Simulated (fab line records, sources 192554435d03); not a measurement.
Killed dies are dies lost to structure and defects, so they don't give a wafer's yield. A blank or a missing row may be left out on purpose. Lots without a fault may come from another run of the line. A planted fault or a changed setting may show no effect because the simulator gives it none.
Split-lot experiment | flow n5_finfet | 7 lots, 21 wafers read, on a route of 1938 steps

THE SPLIT
At N5_BEOL_M3_EXPOSE_25 (exposes mask V2, defocus 5 nm), the setting dose_mj was moved away from the recipe's 63 on 7 of the 21 wafers read, by +2.0% to +5.5%. The other wafers ran this setting at the recipe's value.

FROM THE SPLIT TO THE READING: what the file shows between them, 2 steps
- N5_BEOL_M3_PEB_26: peb time 60 s
- N5_BEOL_M3_DEVELOP_27: develop time 30 s

THE READING
cd_nm, in nm, at N5_BEOL_M3_CD_MEAS_28 (target cd 25.7 nm, target cd y 23.3 nm). Fault-free wafers of this fab line usually give 25.80 nm, standard deviation 0.25 nm.

wafer  | tool, chamber at the split | dose_mj as run | against the recipe | cd_nm, nm | against lot-mates on the recipe
L074.3 | euv_scanner-02, 0          | 66.44          | +5.5%              | 26.89     | +1.09
L074.5 | euv_scanner-02, 0          | 63             | recipe             | 25.80     | -
L074.6 | euv_scanner-02, 0          | 66.44          | +5.5%              | 26.60     | +0.80
L075.3 | euv_scanner-02, 0          | 63             | recipe             | 25.96     | -
L075.4 | euv_scanner-02, 0          | 63             | recipe             | 25.71     | -
L075.5 | euv_scanner-02, 0          | 63             | recipe             | 25.91     | -
L077.2 | euv_scanner-02, 0          | 64.28          | +2.0%              | 26.23     | +0.43
L077.3 | euv_scanner-02, 0          | 64.28          | +2.0%              | 26.38     | +0.58
L077.5 | euv_scanner-02, 0          | 63             | recipe             | 25.80     | -
L078.1 | euv_scanner-02, 0          | 63             | recipe             | 25.82     | -
L078.2 | euv_scanner-02, 0          | 65.41          | +3.8%              | 26.44     | +0.62
L078.4 | euv_scanner-02, 0          | 65.41          | +3.8%              | 26.02     | +0.20
L088.1 | euv_scanner-01, 0          | 65.93          | +4.7%              | 26.87     | +0.73
L088.2 | euv_scanner-01, 0          | 63             | recipe             | 26.10     | -
L088.3 | euv_scanner-01, 0          | 63             | recipe             | 26.18     | -
L090.2 | euv_scanner-01, 0          | 63             | recipe             | 25.84     | -
L090.3 | euv_scanner-01, 0          | 63             | recipe             | 26.08     | -
L090.4 | euv_scanner-01, 0          | 63             | recipe             | 26.04     | -
L094.3 | euv_scanner-02, 0          | 63             | recipe             | 25.21     | -
L094.5 | euv_scanner-02, 0          | 63             | recipe             | 25.31     | -
L094.6 | euv_scanner-02, 0          | 63             | recipe             | 25.37     | -

THE FIT
A straight line over all 21 wafers: cd_nm changes by +0.173 nm for each +1% of dose_mj; r = +0.79; the points scatter about the line by 0.29 nm.
The same after taking each lot's own level away (the mean of its wafers on the recipe; 21 wafers): +0.157 nm for each +1%; r = +0.92; scatter 0.14 nm.
On that fit, the largest move of dose_mj shifts the reading by 0.86 nm.
The lots' own levels span 25.297 to 26.140 nm, that is 3.4 times the standard deviation above.
So the lot-to-lot level blurs the effect unless lot-mates are compared.
Check: with one of the wafers moved furthest among these (+5.5%) left out of the fit, the line predicts +0.791 nm for it against its lot-mates. It came out at +1.09 nm against them.

OTHER SPLITS ON THESE WAFERS
These wafers also went through other splits before the reading. Each is held against what the fit with the lots' levels taken away leaves over:
other split on the same wafers        | wafers away from the commonest value | r with cd_nm (lot level and that fit taken away)
N5_MOL_CONTACT_COAG_COAT_75 spin_rpm  | 6                                    | -0.01
N5_BEOL_M0_SAQP_ETCH_84 time_s        | 10                                   | +0.15
N5_BEOL_M0_SAQP_SPACER1_ALD_98 temp_c | 5                                    | +0.15
N5_BEOL_M0_SAQP_ETCH_107 bias_w       | 7                                    | +0.23
N5_BEOL_M1_TRENCH_ETCH_37 bias_w      | 8                                    | +0.04
N5_BEOL_M2_TRENCH_ETCH_37 bias_w      | 4                                    | -0.23
N5_BEOL_M3_COAT_67 spin_rpm           | 5                                    | +0.12

THE FILE'S OWN FIT
cd_nm changes by +0.159 nm for each +1% of dose_mj, r = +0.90.
